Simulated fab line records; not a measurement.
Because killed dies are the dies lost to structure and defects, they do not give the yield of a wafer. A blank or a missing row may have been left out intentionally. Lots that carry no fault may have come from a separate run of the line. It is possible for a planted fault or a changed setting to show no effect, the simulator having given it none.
A lot that was struck, set against a sound lot | flow n5Finfet | 36 steps out of a route of 1938
Sound: wafers L194.1, L194.2, L194.3. Struck: wafers L181.4, L181.5, L181.6. At the end, the cause is stated.
Order at every step that has rows: each side's tool, ch and its chambers, its first start. Under that, the readings that differ: sound wafers | struck wafers | difference of the means | sigmas: that difference in standard deviations of wafers without a fault.
alike: same words and numbers on both sides, and readings whose means sit less than 2 such deviations apart. not compared: any withheld reading, any reading some wafer has no value for, any bound like >300 that may hide the same value, and any number with overlapping values for which the record gives no deviation.
A row with sigmas, a row that says differs or no value, or rows on one side alone: a step with any of these is where the two part. Non-overlapping numbers with no deviation appear without sigmas and do not part them. A reading missing from all wafers of one side parts the sides only when that side holds two or more wafers.

first, 9 steps without rows for these wafers: N5_BEOL_M4_ANNEAL_95 (time 240 s); N5_BEOL_M4_SPUTTER_96 (material Cu, target thk 4.5 nm, time 8.29 s); N5_BEOL_M4_ECD_50 (material Cu, target thk 300 nm); N5_BEOL_M4_ANNEAL_51 (time 90 s); N5_BEOL_M4_CMP_52 (polishes, stops on SiOC, t overpolish 6.8 s, target thk 40 nm); N5_BEOL_M4_PRE_CLEAN_60 (time 15 s); N5_BEOL_M4_CO_CAP_55 (material Co, precursor CCTBA/H2, target thk 2 nm, time 102.1 s); N5_BEOL_M4_PRE_CLEAN_56 (time 15 s); N5_BEOL_M4_DEP_57 (deposits SiCN from 3MS/NH3, target thk 8 nm, time 14 s).
N5_BEOL_M4_RC_MEAS_101:
  sound on prober-02 ch 0, day 14 10:49; struck on prober-01 ch 0, day 11 09:59
  alike: DIBL_N, DIBL_P, IOFF_N, IOFF_P, ION_N, ION_P, SS_N, SS_P, VT_N, VT_P
then, 24 steps without rows for these wafers: N5_BEOL_M5_ILD_DEP_00 (deposits SiCOH lowk from DEMS/porogen, target thk 140.64 nm, time 25.9 s); N5_BEOL_M5_CURE_79 (cures SiCOH lowk, time 240 s); N5_BEOL_M5_PECVD_70 (deposits SiO2 from TEOS/O2, target thk 16 nm, time 18 s); N5_BEOL_M5_HM_DEP_02 (deposits TiN, target thk 20 nm); N5_BEOL_M5_COAT_59 (time 60 s, resist thk 60 nm); N5_BEOL_M5_COAT_60 (time 60 s, resist thk 12 nm); N5_BEOL_M5_COAT_71 (time 60 s, resist thk 5 nm); N5_BEOL_M5_COAT_05 (resist thk 30 nm); N5_BEOL_M5_EBR_07; N5_BEOL_M5_SOFTBAKE_06 (time 60 s); N5_BEOL_M5_EXPOSE_08 (exposes mask M5, target cd 28 nm); N5_BEOL_M5_PEB_09 (peb time 60 s); N5_BEOL_M5_DEVELOP_10 (develop time 30 s); N5_BEOL_M5_DESCUM_16 (chemistry O2, time 7 s); N5_BEOL_M5_ETCH_72 (etches underlayer in N2/H2, target depth 6.5 nm, time 5.2 s); N5_BEOL_M5_ETCH_61 (etches SiARC in CF4, target depth 15.6 nm, time 26 s); N5_BEOL_M5_ETCH_62 (etches SOC in N2/H2, target depth 75 nm, overetch 15 nm, time 112.5 s); N5_BEOL_M5_STRIP_63 (strips in N2/H2); N5_BEOL_M5_STRIP_73 (strips in N2/H2); N5_BEOL_M5_STRIP_64 (strips in CF4); N5_BEOL_M5_HM_OPEN_17 (chemistry Cl2/BCl3, target TiN, target depth 20 nm, overetch 6 nm); N5_BEOL_M5_STRIP_19 (strips in O2); N5_BEOL_M5_COAT_65 (time 60 s, resist thk 60 nm); N5_BEOL_M5_COAT_66 (time 60 s, resist thk 12 nm).
N5_BEOL_M8_PECVD_70: deposits SiO2 from TEOS/O2, target thk 20 nm, time 22.7 s.
  sound on pecvd-03 ch 0,1,2, day 15 20:34; struck on pecvd-02 ch 0,2, day 12 15:48
  no value came back on the struck wafers for any of 6 readings (chamberPressureTorr (Torr), heaterPowerOuterW (W) and others); on the sound wafers chamberPressureTorr (Torr) reads 5.494 5.497 5.499
-- record jumps: 3 days separate the struck wafers' starts on either side; left off in module BEOL_M8, taken up again in module PASSIVATION, whose first shown step is the route's number 1936 --
N5_PASSIVATION_PROBE_49:
  sound on prober-01, day 18 22:41; struck on prober-02, day 15 22:15
reading                 | sound          | struck         | difference | sigmas
defectLimitedYield (%)  | 92.2 93.3 91.0 | 63.5 64.2 66.9 | -27.3      | -23
killed_at_M4_up         | 14 11 21       | 347 335 321    | +319       | +56
killedDies              | 92 79 106      | 431 422 391    | +322       | +21
killedOnRim             | 15 15 13       | 49 39 15       | +20        | +5
sort_bin_5_function (%) | 4.4 4.3 5.3    | 34.0 32.3 30.7 | +27.7      | +31
sortNPass               | 1088 1101 1074 | 749 758 789    | -322       | -21
sortYieldPct (%)        | 92.2 93.3 91.0 | 63.5 64.2 66.9 | -27.3      | -23
  alike: killed_at_M0_to_M3, killedAtContacts, killedAtFrontEnd, killedAtOther, killedOpen, killedShort, sort_bin_6_memory

## WHERE THEY PART
Earliest at N5_BEOL_M8_PECVD_70; latest, in this record, at N5_PASSIVATION_PROBE_49.

WHY: what the simulator had put in
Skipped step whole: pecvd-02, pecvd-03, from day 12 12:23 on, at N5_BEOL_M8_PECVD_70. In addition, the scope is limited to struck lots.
